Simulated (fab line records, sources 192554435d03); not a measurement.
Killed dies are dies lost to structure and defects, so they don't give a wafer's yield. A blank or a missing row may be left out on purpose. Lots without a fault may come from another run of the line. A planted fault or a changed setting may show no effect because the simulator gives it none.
Chamber matching | flow n5_finfet | N5_BEOL_M3_CO_CAP_55 on cvd_co-02: 3 sister chambers
The step material Co, precursor CCTBA/H2, target thk 2 nm, time 102.1 s. 22 wafers are shown with their chamber, then 11 later ones without.

WAFERS WITH THEIR CHAMBER
wafer  | chamber | heater_power_w (W)
L077.2 | 2       | 231
L077.5 | 1       | 237
L077.6 | 2       | 232
L083.1 | 1       | 231
L083.4 | 2       | 226
L083.5 | 1       | 241
L084.1 | 2       | 222
L084.3 | 0       | 214
L084.5 | 1       | 237
L085.4 | 0       | 210
L085.5 | 1       | 235
L085.6 | 2       | 231
L082.2 | 1       | 231
L082.3 | 0       | 209
L082.6 | 0       | 217
L080.1 | 0       | 210
L080.4 | 2       | 231
L080.6 | 0       | 212
L087.2 | 1       | 235
L087.4 | 2       | 235
L087.6 | 1       | 242
L088.3 | 1       | 235

SIGNATURES (means of the wafers above)
reading        | chamber 0 | chamber 1 | chamber 2 | scatter within a chamber
heater_power_w | 212.00    | 236.00    | 229.71    | 3.79
Rule: a wafer's distance from a chamber is the root of the sum, over the readings, of the square of ((its reading less the chamber's mean) divided by the reading's scatter). The wafer belongs to the nearest chamber; if the next one is less than 2 further off, it can't be placed. The scatter: the root of (the sum of the squares of (reading less its chamber's mean) over the shown wafers, divided by (wafers less chambers)).

WAFERS WITHOUT THEIR CHAMBER
wafer  | heater_power_w (W)
L088.5 | 242
L088.6 | 228
L095.2 | 238
L095.5 | 230
L095.6 | 244
L097.2 | 238
L097.3 | 232
L097.5 | 209
L096.1 | 215
L096.2 | 238
L096.4 | 208

WHICH CHAMBER EACH WENT THROUGH
wafer  | from the rows above     | in truth
L088.5 | can't be placed: 1 or 2 | 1
L088.6 | can't be placed: 2 or 1 | 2
L095.2 | can't be placed: 1 or 2 | 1
L095.5 | can't be placed: 2 or 1 | 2
L095.6 | can't be placed: 1 or 2 | 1
L097.2 | can't be placed: 1 or 2 | 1
L097.3 | can't be placed: 2 or 1 | 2
L097.5 | 0                       | 0
L096.1 | 0                       | 0
L096.2 | can't be placed: 1 or 2 | 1
L096.4 | 0                       | 0
Placed correctly: 3 of 11. Can't be placed from these rows: 8 (the true chamber is among the candidates in 8). Placed wrongly: 0.
